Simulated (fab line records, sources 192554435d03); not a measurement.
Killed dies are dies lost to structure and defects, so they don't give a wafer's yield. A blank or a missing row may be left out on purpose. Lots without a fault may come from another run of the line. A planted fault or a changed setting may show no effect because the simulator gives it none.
Chamber matching | flow n5_finfet | N5_HKMG_FIN_ALD_71 on ald_metal-01: 4 sister chambers
The step deposits TiN, target thk 1 nm, pulse time 1 s, purge time 3 s. 4 wafers are shown with their chamber, then 10 later ones without.

WAFERS WITH THEIR CHAMBER
wafer  | chamber | heater_power_w (W)
L084.3 | 1       | 766
L087.6 | 0       | 830
L088.1 | 2       | 775
L088.2 | 3       | 809

WAFERS WITHOUT THEIR CHAMBER
wafer  | heater_power_w (W)
L088.3 | 774
L088.4 | 824
L088.5 | 779
L088.6 | 779
L092.2 | 820
L092.5 | 757
L092.6 | 761
L093.2 | 829
L093.4 | 788
L093.5 | 775

WHICH CHAMBER EACH WENT THROUGH
wafer  | from the rows above          | in truth
L088.3 | can't be placed: 2 or 1      | 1
L088.4 | can't be placed: 0 or 3      | 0
L088.5 | can't be placed: 2 or 1      | 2
L088.6 | can't be placed: 2 or 1      | 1
L092.2 | can't be placed: 0 or 3      | 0
L092.5 | can't be placed: 1 or 2      | 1
L092.6 | can't be placed: 1 or 2      | 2
L093.2 | 0                            | 0
L093.4 | can't be placed: 2 or 3 or 1 | 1
L093.5 | can't be placed: 2 or 1      | 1
Placed correctly: 1 of 10. Can't be placed from these rows: 9 (the true chamber is among the candidates in 9). Placed wrongly: 0.
How it was worked out, from the rows above alone: a wafer's distance from a chamber is the root of the sum, over the readings, of the square of ((its reading less the chamber's mean) divided by the reading's scatter). The wafer belongs to the nearest chamber; if the next one is less than 2 further off, it can't be placed. A chamber's mean is the mean of its shown wafers. The scatter: with one shown wafer a chamber, the root of the mean of the squares of how far each hidden wafer lies from its nearest shown one.
